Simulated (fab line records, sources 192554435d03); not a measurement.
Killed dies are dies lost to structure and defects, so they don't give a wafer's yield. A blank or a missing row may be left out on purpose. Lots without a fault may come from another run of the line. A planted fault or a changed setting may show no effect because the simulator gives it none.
fab line records | flow n5_finfet | part 1 of 2: steps 1 to 4 of 6
record lots=24 wafers=72 last_day=17
route steps=1938 shown BEOL_M9@1402
lots that met no fault: from a run of the same line without faults
start_h: hours from the record's first day to the start of the lot's first wafer shown | wait_h: hours since the lot's step before | " the same as in the row above | L1.1+2: a row that stands for several wafers | - no value, or no start given | * or withheld: withheld | < > ~ a bound
route shown NAME@n: a module of which the file shows steps, and the number in the route of the first | usual: mean/standard deviation of fault-free wafers | same: alike in all rows | chamber/n: place in a boat | sites: the reading at each site | _std_site: their standard deviation | _edge_site: outer sites' mean less inner sites' | radius_mm: how far each site lies from the wafer's centre | mask NAME#n: copy n | behind: the tool/chamber that last shaped the wafer | hold: why the lot was held/for how many hours/how that ended | device: the transistor (n, p or np) that didn't switch | end of line: the same wafers' tests at the end of the route | a step without rows: its recipe alone | killed: dies lost to structure and defects at the first sort, not the wafer's yield | map: a wafer's dies, x killed, . not, _ none there
set.NAME: the setting as run; set.NAME@STEP: as run at that earlier step | model.NAME: the simulator's own value behind a step, which no gauge read
steps of the route over a sample of lots; a table a step, a row a wafer
services: from which hour (start_h, from the record's first day; less than 0 if before it) a tool's chamber was out of use, for how many hours, and why
## steps
# step N5_BEOL_M9_CURE_71
# recipe temp_c=385 time_s=240 ambient=He/Ar material=SiCOH_lowk
# usual lamp_power_pct=52.31/0.057 wafer_temp_C_max=386.8/0.58
# same time_s=240
# columns lot.wafer tool chamber start_h wait_h lamp_power_pct wafer_temp_C_max
L074.2 uv_cure-02 2 211.36 0.2 52.34 387.0
L074.3 " 2 " " 52.34 386.8
L074.5 " 2 " " 52.32 386.5
L076.1 uv_cure-01 2 217.45 0.0 52.28 387.4
L076.2 " 2 " " 52.25 387.2
L076.5 " 2 " " 52.29 386.9
L075.2 uv_cure-01 0 222.57 0.2 52.20 387.7
L075.3 " 0 " " 52.34 387.3
L075.4 " 0 " " 52.20 386.9
L077.1 uv_cure-02 2 228.20 0.0 52.28 386.0
L077.2 " 2 " " 52.28 386.2
L077.3 " 2 " " 52.29 386.3
L078.2 uv_cure-02 1 231.20 0.1 52.40 386.4
L078.3 " 1 " " 52.25 386.8
L078.6 " 1 " " 52.33 387.0
L079.1 uv_cure-01 0 240.09 0.1 52.33 387.7
L079.4 " 0 " " 52.27 387.1
L079.5 " 0 " " 52.33 386.7
L080.2 uv_cure-02 0 244.41 0.1 52.30 387.4
L080.3 " 0 " " 52.30 386.9
L080.6 " 0 " " 52.25 387.0
L081.1 uv_cure-02 2 256.75 0.0 52.30 386.5
L081.3 " 2 " " 52.32 386.3
L081.6 " 2 " " 52.31 386.1
L083.1 uv_cure-01 2 261.63 0.1 52.31 387.0
L083.2 " 2 " " 52.31 387.3
L083.6 " 2 " " 52.33 387.3
L082.2 uv_cure-02 1 267.32 0.1 52.31 386.2
L082.3 " 1 " " 52.39 386.5
L082.5 " 1 " " 52.36 386.7
L084.2 uv_cure-01 2 272.18 0.2 52.27 386.4
L084.3 " 2 " " 52.37 386.8
L084.6 " 2 " " 52.31 387.1
L088.1 uv_cure-02 0 289.34 0.0 52.37 389.1
L088.4 " 0 " " 52.36 387.2
L088.5 " 0 " " 52.31 387.6
L085.1 uv_cure-02 0 289.82 0.3 52.38 387.0
L085.2 " 0 " " 52.40 387.2
L085.3 " 0 " " 52.36 386.8
L086.3 uv_cure-02 1 292.09 0.4 52.19 386.9
L086.5 " 1 " " 52.34 386.6
L086.6 " 1 " " 52.19 386.4
L091.2 uv_cure-02 1 297.14 0.2 52.33 385.9
L091.3 " 1 " " 52.35 386.7
L091.6 " 1 " " 52.27 386.1
L087.3 uv_cure-01 1 297.20 1.1 52.31 387.6
L087.4 " 1 " " 52.28 386.7
L087.5 " 1 " " 52.27 386.4
L090.3 uv_cure-01 0 300.42 0.9 52.27 388.1
L090.4 " 0 " " 52.30 387.5
L090.5 " 0 " " 52.25 388.6
L089.1 uv_cure-01 2 302.97 0.0 52.32 387.1
L089.2 " 2 " " 52.21 386.9
L089.6 " 2 " " 52.39 386.8
L092.1 uv_cure-02 2 325.46 0.0 52.29 386.5
L092.2 " 2 " " 52.29 386.1
L092.5 " 2 " " 52.24 386.6
L094.1 uv_cure-01 1 325.56 0.0 52.26 386.4
L094.2 " 1 " " 52.25 386.7
L094.4 " 1 " " 52.27 386.2
L093.1 uv_cure-01 1 331.51 0.1 52.29 386.2
L093.2 " 1 " " 52.31 386.7
L093.5 " 1 " " 52.34 386.5
L095.1 uv_cure-01 1 334.12 0.0 52.28 387.2
L095.3 " 1 " " 52.26 387.0
L095.6 " 1 " " 52.21 386.6
L096.2 uv_cure-02 2 347.44 0.1 52.29 386.1
L096.5 " 2 " " 52.31 386.2
L096.6 " 2 " " 52.30 386.4
L097.1 uv_cure-02 2 349.04 0.0 52.38 386.4
L097.4 " 2 " " 52.27 386.4
L097.6 " 2 " " 52.38 385.8
# step N5_BEOL_M9_INSPECT_13
# recipe mode=adi inspect_instrument=brightfield
# usual raw_defect_count=372/76
# columns lot.wafer tool chamber start_h wait_h raw_defect_count
L074.2 defect_inspect-02 - 213.75 0.0 355
L074.3 " - " " 415
L074.5 " - " " 615
L076.1 defect_inspect-02 - 219.53 0.0 437
L076.2 " - " " 289
L076.5 " - " " 354
L075.2 defect_inspect-02 - 224.71 0.0 371
L075.3 " - " " 408
L075.4 " - " " 455
L077.1 defect_inspect-02 - 230.65 0.0 320
L077.2 " - " " 289
L077.3 " - " " 303
L078.2 defect_inspect-02 - 233.66 0.0 337
L078.3 " - " " 400
L078.6 " - " " 529
L079.1 defect_inspect-02 - 242.68 0.0 296
L079.4 " - " " 335
L079.5 " - " " 482
L080.2 defect_inspect-02 - 246.44 0.0 354
L080.3 " - " " 420
L080.6 " - " " 366
L081.1 defect_inspect-02 - 259.11 0.0 377
L081.3 " - " " 354
L081.6 " - " " 357
L083.1 defect_inspect-01 - 265.27 0.0 211
L083.2 " - " " 389
L083.6 " - " " 254
L082.2 defect_inspect-01 - 268.55 0.0 372
L082.3 " - " " 560
L082.5 " - " " 326
L084.2 defect_inspect-01 - 275.27 0.0 366
L084.3 " - " " 398
L084.6 " - " " 495
L088.1 defect_inspect-02 - 292.96 0.0 356
L088.4 " - " " 340
L088.5 " - " " 362
L085.1 defect_inspect-02 - 293.22 0.0 505
L085.2 " - " " 520
L085.3 " - " " 464
L086.3 defect_inspect-01 - 293.52 0.0 312
L086.5 " - " " 383
L086.6 " - " " 298
L091.2 defect_inspect-02 - 298.96 0.0 301
L091.3 " - " " 417
L091.6 " - " " 306
L087.3 defect_inspect-02 - 299.59 0.0 324
L087.4 " - " " 394
L087.5 " - " " 425
L090.3 defect_inspect-02 - 303.15 0.0 309
L090.4 " - " " 225
L090.5 " - " " 378
L089.1 defect_inspect-01 - 306.50 0.0 313
L089.2 " - " " 352
L089.6 " - " " 386
L092.1 defect_inspect-02 - 329.58 0.0 347
L092.2 " - " " 559
L092.5 " - " " 375
L094.1 defect_inspect-02 - 329.74 0.0 350
L094.2 " - " " 332
L094.4 " - " " 386
L093.1 defect_inspect-02 - 333.29 0.0 300
L093.2 " - " " 413
L093.5 " - " " 339
L095.1 defect_inspect-01 - 336.45 0.0 359
L095.3 " - " " 439
L095.6 " - " " 408
L096.2 defect_inspect-02 - 350.84 0.0 372
L096.5 " - " " 358
L096.6 " - " " 308
L097.1 defect_inspect-01 - 351.15 0.0 377
L097.4 " - " " 386
L097.6 " - " " 473
# step N5_BEOL_M9_ETCH_61
# recipe chemistry=CF4 target=SiARC target_depth_a=390 mask_material=CAR-ArF time_s=65 ion_energy_ev=80 pressure_mtorr=40 source_w=545 bias_w=36 Ar_flow_sccm=100 cf4_flow_sccm=100 ends=cleared
# usual cf4_flow_sccm=99.98/0.29 drypump_motor_current_A=5.8/0.4 etch_rf_on_time_s=64.6/1.5 oes_product_au=0.68/0.054 rf_vpp_V=184.4/1.2 showerhead_plenum_p_Torr=2.17/0.071 throttle_valve_pct=15.58/0.16
# columns lot.wafer tool chamber start_h wait_h cf4_flow_sccm drypump_motor_current_A etch_rf_on_time_s oes_product_au rf_hours_counter_h rf_vpp_V showerhead_plenum_p_Torr throttle_valve_pct
L074.2 rie_diel-04 0 214.16 0.0 99.89 5.1 62.5 0.65 167 183.4 2.14 15.57
L074.3 " 3 " " 99.46 5.7 63.2 0.80 8 186.5 2.27 15.33
L074.5 " 1 " " 99.95 5.9 62.5 0.73 - 185.7 2.26 15.64
L076.1 rie_diel-04 0 219.60 0.0 100.06 5.1 62.8 0.64 169 184.3 2.14 15.54
L076.2 " 1 " " 100.19 5.9 62.9 0.73 63 185.7 2.26 15.62
L076.5 " 3 " " 99.51 5.7 63.5 0.79 - 186.4 2.27 15.34
L075.2 rie_diel-01 3 224.78 0.0 100.31 6.0 65.1 0.65 166 184.1 2.15 15.58
L075.3 " 1 " " 99.64 6.3 64.6 0.70 77 183.8 2.10 15.37
L075.4 " 2 " " 99.57 5.2 64.4 0.67 - 184.1 2.08 15.72
L077.1 rie_diel-04 3 230.72 0.0 100.28 5.7 63.3 0.79 13 185.8 2.27 15.34
L077.2 " 1 " " 99.74 5.8 63.3 0.73 65 185.1 2.26 15.63
L077.3 " 0 " " 100.41 5.1 62.4 0.64 171 184.0 2.13 15.57
L078.2 rie_diel-05 0 233.72 0.0 100.17 5.9 67.9 0.76 26 184.2 2.19 15.48
L078.3 " 3 " " 99.78 6.2 63.6 0.61 240 184.7 2.20 15.76
L078.6 " 1 " " 100.18 6.1 64.2 0.66 - 184.5 2.08 15.78
L079.1 rie_diel-01 1 242.75 0.0 99.82 6.3 64.1 0.70 85 183.9 2.09 15.39
L079.4 " 1 " " 100.26 6.3 64.4 0.70 - 181.9 2.09 15.37
L079.5 " 3 " " 100.39 6.0 66.0 0.65 - 183.7 2.14 15.59
L080.2 rie_diel-04 3 246.51 0.0 99.92 5.7 63.9 0.77 18 185.4 2.27 15.36
L080.3 " 1 " " 99.94 5.9 62.8 0.72 70 186.2 2.26 15.65
L080.6 " 3 " " 99.77 5.7 63.2 0.78 - 185.2 2.27 15.35
L081.1 rie_diel-04 0 259.56 0.0 99.98 5.1 62.4 0.64 181 183.4 2.13 15.60
L081.3 " 1 " " 100.26 5.8 63.3 0.71 75 186.6 2.26 15.66
L081.6 " 1 " " 99.80 5.8 63.8 0.71 - 185.4 2.26 15.67
L083.1 rie_diel-05 1 265.37 0.0 99.66 6.1 64.6 0.66 134 183.5 2.08 15.78
L083.2 " 0 " " 99.74 5.9 68.3 0.73 35 184.5 2.18 15.51
L083.6 " 1 " " 99.55 6.1 64.3 0.65 - 182.7 2.08 15.77
L082.2 rie_diel-04 1 268.62 0.0 100.35 5.9 63.1 0.71 78 185.4 2.26 15.66
L082.3 " 3 " " 100.06 5.7 63.0 0.77 27 185.8 2.27 15.36
L082.5 " 0 " " 100.26 5.1 61.7 0.64 - 183.8 2.13 15.59
L084.2 rie_diel-01 3 275.34 0.0 99.47 6.0 65.7 0.64 183 184.0 2.14 15.62
L084.3 " 1 " " 100.29 6.3 65.2 0.67 95 183.5 2.09 15.42
L084.6 " 2 " " 100.06 5.2 65.2 0.67 - 183.0 2.07 15.75
L088.1 rie_diel-05 2 293.03 0.0 100.16 5.3 65.0 0.65 143 184.8 2.14 15.82
L088.4 " 1 " " 100.22 6.1 64.3 0.65 - 182.7 2.08 15.78
L088.5 " 0 " " 99.92 5.9 67.5 0.73 - 184.5 2.18 15.53
L085.1 rie_diel-05 2 293.29 0.0 100.02 5.3 64.6 0.64 143 183.8 2.14 15.81
L085.2 " 1 " " 100.14 6.1 64.2 0.65 145 183.6 2.08 15.80
L085.3 " 0 " " 99.81 5.9 67.8 0.73 45 183.7 2.18 15.53
L086.3 rie_diel-01 0 293.59 0.0 100.31 6.0 63.7 0.61 219 184.7 2.19 15.61
L086.5 " 0 " " 100.45 6.0 64.4 0.61 - 185.3 2.19 15.60
L086.6 " 1 " " 100.13 6.3 65.1 0.68 - 183.8 2.09 15.42
L091.2 rie_diel-04 2 299.03 0.0 99.93 5.6 64.3 0.73 43 185.5 2.27 15.32
L091.3 " 1 " " 99.83 5.9 63.8 0.69 87 186.0 2.26 15.67
L091.6 " 0 " " 99.97 5.1 63.4 0.62 - 185.1 2.13 15.59
L087.3 rie_diel-05 1 299.74 0.0 99.86 6.1 65.0 0.65 147 183.8 2.07 15.81
L087.4 " 2 " " 100.41 5.3 65.0 0.65 - 183.3 2.14 15.84
L087.5 " 0 " " 99.88 5.9 67.9 0.73 - 184.7 2.18 15.55
L090.3 rie_diel-01 0 303.22 0.0 99.51 6.1 65.3 0.60 221 185.6 2.19 15.60
L090.4 " 2 " " 99.95 5.2 66.0 0.65 146 183.5 2.07 15.76
L090.5 " 1 " " 100.39 6.4 66.5 0.66 - 182.8 2.09 15.44
L089.1 rie_diel-04 1 306.73 0.0 100.12 5.9 63.1 0.70 89 185.8 2.25 15.69
L089.2 " 0 " " 100.30 5.1 62.8 0.63 196 183.0 2.13 15.61
L089.6 " 3 " " 99.88 5.7 64.4 0.73 - 187.0 2.26 15.39
L092.1 rie_diel-01 3 329.65 0.0 99.70 6.0 65.3 0.64 199 184.2 2.14 15.66
L092.2 " 0 " " 100.00 6.0 64.1 0.61 228 184.3 2.19 15.64
L092.5 " 0 " " 99.63 6.1 63.8 0.61 - 183.9 2.19 15.60
L094.1 rie_diel-05 3 329.81 0.0 99.22 6.2 63.1 0.83 7 184.9 2.19 15.29
L094.2 " 1 " " 99.80 6.1 64.9 0.64 157 184.4 2.07 15.80
L094.4 " 2 " " 100.10 5.3 65.2 0.63 155 183.4 2.13 15.85
L093.1 rie_diel-01 3 333.36 0.0 100.17 6.0 65.8 0.62 200 183.5 2.14 15.66
L093.2 " 0 " " 99.57 6.1 64.7 0.60 229 184.7 2.19 15.63
L093.5 " 0 " " 99.62 6.1 65.2 0.60 - 184.8 2.19 15.64
L095.1 rie_diel-04 0 336.60 0.0 100.20 5.1 63.1 0.62 203 184.1 2.12 15.63
L095.3 " 1 " " 99.94 5.9 63.2 0.69 98 185.5 2.25 15.69
L095.6 " 2 " " 100.50 5.5 64.8 0.72 - 186.3 2.27 15.36
L096.2 rie_diel-01 3 351.08 0.0 99.83 6.0 65.6 0.62 208 183.8 2.13 15.67
L096.5 " 2 " " 100.00 5.1 65.4 0.65 - 182.2 2.07 15.80
L096.6 " 1 " " 100.16 6.3 65.3 0.66 - 183.2 2.08 15.46
L097.1 rie_diel-05 3 351.29 0.0 100.29 6.2 61.8 0.81 15 185.1 2.19 15.31
L097.4 " 2 " " 100.20 5.3 64.2 0.63 161 184.2 2.13 15.84
L097.6 " 1 " " 100.00 6.1 64.0 0.64 - 182.5 2.07 15.81
# step N5_BEOL_M9_STRIP_67
# recipe chemistry=CF4 resist=SiARC power_w=300 bias_power_w=75 pressure_mtorr=50 cf4_flow_sccm=150 rf_frequency_hz=6e+07
# usual cf4_flow_sccm=150.0/0.51 drypump_motor_current_A=5.8/0.4 oes_product_au=0.79/0.061 rf_vpp_V=271.4/1.6 showerhead_plenum_p_Torr=1.82/0.062 throttle_valve_pct=13.55/0.17
# columns lot.wafer tool chamber start_h wait_h cf4_flow_sccm drypump_motor_current_A oes_product_au rf_hours_counter_h rf_vpp_V showerhead_plenum_p_Torr throttle_valve_pct
L074.2 rie_diel-04 0 214.36 0.0 149.5 5.1 0.74 167 272.1 1.78 13.52
L074.3 " 3 " " 151.0 5.7 0.92 9 274.2 1.91 13.28
L074.5 " 1 " " 150.4 5.8 0.84 - 272.5 1.91 13.60
L076.1 rie_diel-04 0 219.79 0.0 149.7 5.1 0.74 169 270.9 1.78 13.51
L076.2 " 1 " " 149.4 5.8 0.83 63 272.4 1.90 13.58
L076.5 " 3 " " 150.7 5.7 0.90 - 273.2 1.91 13.28
L075.2 rie_diel-01 3 224.98 0.0 150.2 6.0 0.77 166 271.3 1.79 13.54
L075.3 " 1 " " 149.6 6.3 0.81 77 269.3 1.76 13.34
L075.4 " 2 " " 150.4 5.1 0.80 - 270.6 1.74 13.65
L077.1 rie_diel-04 3 230.91 0.0 149.7 5.7 0.90 13 274.7 1.90 13.29
L077.2 " 1 " " 149.5 5.8 0.84 65 273.1 1.90 13.59
L077.3 " 0 " " 149.8 5.1 0.74 171 269.8 1.78 13.52
L078.2 rie_diel-05 0 233.92 0.0 148.9 5.9 0.91 26 273.5 1.84 13.45
L078.3 " 3 " " 149.6 6.1 0.71 240 272.2 1.85 13.82
L078.6 " 1 " " 150.0 6.1 0.77 - 268.5 1.74 13.71
L079.1 rie_diel-01 1 242.95 0.0 150.8 6.3 0.81 85 270.2 1.76 13.36
L079.4 " 1 " " 150.2 6.3 0.80 - 268.6 1.76 13.36
L079.5 " 3 " " 150.8 6.0 0.76 - 271.8 1.79 13.56
L080.2 rie_diel-04 3 246.71 0.0 150.1 5.7 0.89 18 273.7 1.90 13.30
L080.3 " 1 " " 150.3 5.9 0.83 70 272.8 1.90 13.62
L080.6 " 3 " " 150.0 5.7 0.88 - 272.8 1.90 13.31
L081.1 rie_diel-04 0 259.76 0.0 150.2 5.1 0.72 181 271.3 1.78 13.57
L081.3 " 1 " " 149.3 5.9 0.83 75 273.2 1.90 13.61
L081.6 " 1 " " 149.0 5.8 0.81 - 273.4 1.90 13.63
L083.1 rie_diel-05 1 265.57 0.0 150.1 6.1 0.76 134 269.9 1.74 13.73
L083.2 " 0 " " 150.3 5.9 0.89 35 271.3 1.83 13.48
L083.6 " 1 " " 150.2 6.1 0.77 - 269.8 1.74 13.74
L082.2 rie_diel-04 1 268.81 0.0 150.4 5.9 0.82 78 272.9 1.90 13.62
L082.3 " 3 " " 149.6 5.7 0.88 27 274.4 1.90 13.31
L082.5 " 0 " " 149.4 5.1 0.74 - 272.7 1.78 13.57
L084.2 rie_diel-01 3 275.54 0.0 150.1 6.0 0.75 184 270.2 1.79 13.58
L084.3 " 1 " " 150.3 6.3 0.80 96 270.3 1.76 13.39
L084.6 " 2 " " 150.2 5.2 0.77 - 269.6 1.73 13.69
L088.1 rie_diel-05 2 293.23 0.0 150.3 5.3 0.76 143 269.5 1.79 13.81
L088.4 " 1 " " 149.5 6.1 0.75 - 271.4 1.74 13.76
L088.5 " 0 " " 149.9 5.9 0.88 - 273.0 1.83 13.49
L085.1 rie_diel-05 2 293.49 0.0 150.2 5.3 0.76 143 269.9 1.79 13.78
L085.2 " 1 " " 149.7 6.1 0.76 145 270.8 1.74 13.75
L085.3 " 0 " " 149.8 5.9 0.86 45 272.9 1.83 13.51
L086.3 rie_diel-01 0 293.79 0.0 150.6 6.1 0.71 219 271.1 1.84 13.62
L086.5 " 0 " " 150.0 6.1 0.71 - 271.7 1.84 13.62
L086.6 " 1 " " 150.1 6.3 0.79 - 269.6 1.75 13.41
L091.2 rie_diel-04 2 299.23 0.0 149.7 5.6 0.85 43 274.5 1.91 13.31
L091.3 " 1 " " 149.9 5.8 0.80 87 274.3 1.90 13.65
L091.6 " 0 " " 149.7 5.1 0.72 - 270.3 1.78 13.57
L087.3 rie_diel-05 1 299.94 0.0 150.2 6.1 0.76 147 270.6 1.74 13.76
L087.4 " 2 " " 149.7 5.3 0.75 - 269.6 1.79 13.81
L087.5 " 0 " " 150.1 5.9 0.87 - 270.4 1.83 13.51
L090.3 rie_diel-01 0 303.41 0.0 149.7 6.1 0.71 222 272.5 1.84 13.62
L090.4 " 2 " " 149.4 5.1 0.77 146 269.0 1.73 13.72
L090.5 " 1 " " 148.9 6.3 0.79 - 269.0 1.75 13.43
L089.1 rie_diel-04 1 306.93 0.0 149.9 5.9 0.81 89 270.9 1.90 13.66
L089.2 " 0 " " 150.2 5.1 0.72 196 268.8 1.78 13.61
L089.6 " 3 " " 150.2 5.7 0.85 - 273.3 1.90 13.36
L092.1 rie_diel-01 3 329.84 0.0 150.7 6.0 0.74 199 269.8 1.78 13.62
L092.2 " 0 " " 150.3 6.1 0.70 228 270.7 1.83 13.63
L092.5 " 0 " " 150.4 6.1 0.70 - 271.5 1.83 13.63
L094.1 rie_diel-05 3 330.01 0.0 149.3 6.2 0.95 7 271.3 1.85 13.29
L094.2 " 1 " " 149.6 6.1 0.75 157 268.2 1.73 13.77
L094.4 " 2 " " 149.9 5.3 0.74 155 272.6 1.79 13.83
L093.1 rie_diel-01 3 333.56 0.0 150.3 6.0 0.74 200 270.0 1.78 13.65
L093.2 " 0 " " 149.5 6.0 0.71 229 272.1 1.83 13.66
L093.5 " 0 " " 149.3 6.1 0.71 - 270.6 1.83 13.64
L095.1 rie_diel-04 0 336.79 0.0 150.1 5.1 0.72 203 271.0 1.77 13.61
L095.3 " 1 " " 149.1 5.9 0.79 98 272.8 1.89 13.68
L095.6 " 2 " " 150.3 5.6 0.83 - 271.3 1.90 13.34
L096.2 rie_diel-01 3 351.28 0.0 150.0 6.0 0.73 208 272.1 1.78 13.65
L096.5 " 2 " " 149.3 5.1 0.76 - 270.7 1.73 13.76
L096.6 " 1 " " 149.6 6.3 0.77 - 268.3 1.75 13.44
L097.1 rie_diel-05 3 351.49 0.0 149.7 6.3 0.93 15 272.2 1.85 13.31
L097.4 " 2 " " 150.7 5.3 0.74 161 269.9 1.79 13.84
L097.6 " 1 " " 150.8 6.1 0.75 - 270.5 1.73 13.79
